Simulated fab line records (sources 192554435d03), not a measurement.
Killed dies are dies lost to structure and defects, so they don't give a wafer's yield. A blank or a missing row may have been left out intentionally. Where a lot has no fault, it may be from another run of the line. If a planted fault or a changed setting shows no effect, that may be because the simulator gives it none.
Chamber matching -- flow n5 finfet -- 3 sister chambers for N5_BEOL_M7_CURE_74 on uv cure-02
The step cures SiCOH lowk, time 240 s. 6 wafers are shown with their chamber, then 7 later ones without.

EACH WAFER AND ITS CHAMBER
wafer,chamber,wafer_temp_C_max,lamp power pct (%)
L079.3,1,387.0,52.33
L079.6,1,387.7,52.29
L082.4,2,387.4,52.37
L082.5,2,386.9,52.39
L083.3,0,386.7,52.32
L083.4,0,386.9,52.31

WAFERS MISSING THEIR CHAMBER
wafer,wafer_temp_C_max,lamp power pct (%)
L083.5,386.7,52.35
L085.2,387.7,52.33
L085.4,388.6,52.13
L085.5,387.2,52.35
L086.2,386.5,52.35
L086.3,386.2,52.27
L086.6,386.5,52.40

CHAMBER TAKEN BY EACH
wafer,from the rows above,in truth
L083.5,can't be placed: 0 or 2 or 1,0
L085.2,can't be placed: 1 or 0 or 2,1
L085.4,can't be placed: 1 or 0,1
L085.5,can't be placed: 2 or 0 or 1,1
L086.2,can't be placed: 0 or 2 or 1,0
L086.3,can't be placed: 0 or 1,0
L086.6,2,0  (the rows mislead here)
Correctly placed: 0 of 7. Not placeable from these rows: 6 (in 6, the candidates include the true chamber). Number placed wrongly: 1.
How it was worked out, from the rows above alone: a wafer's distance from a chamber is the root of the sum, over the readings, of the square of ((its reading less the chamber's mean) divided by the reading's scatter). If the next closest chamber is less than 2 further off than the closest, the wafer can't be placed; otherwise it belongs to the closest. Each chamber's mean is taken over the wafers shown for it. How the scatter is found: for the shown wafers, subtract from each reading the mean of its chamber, square and add these, divide the total by (wafers less chambers), then take the root.
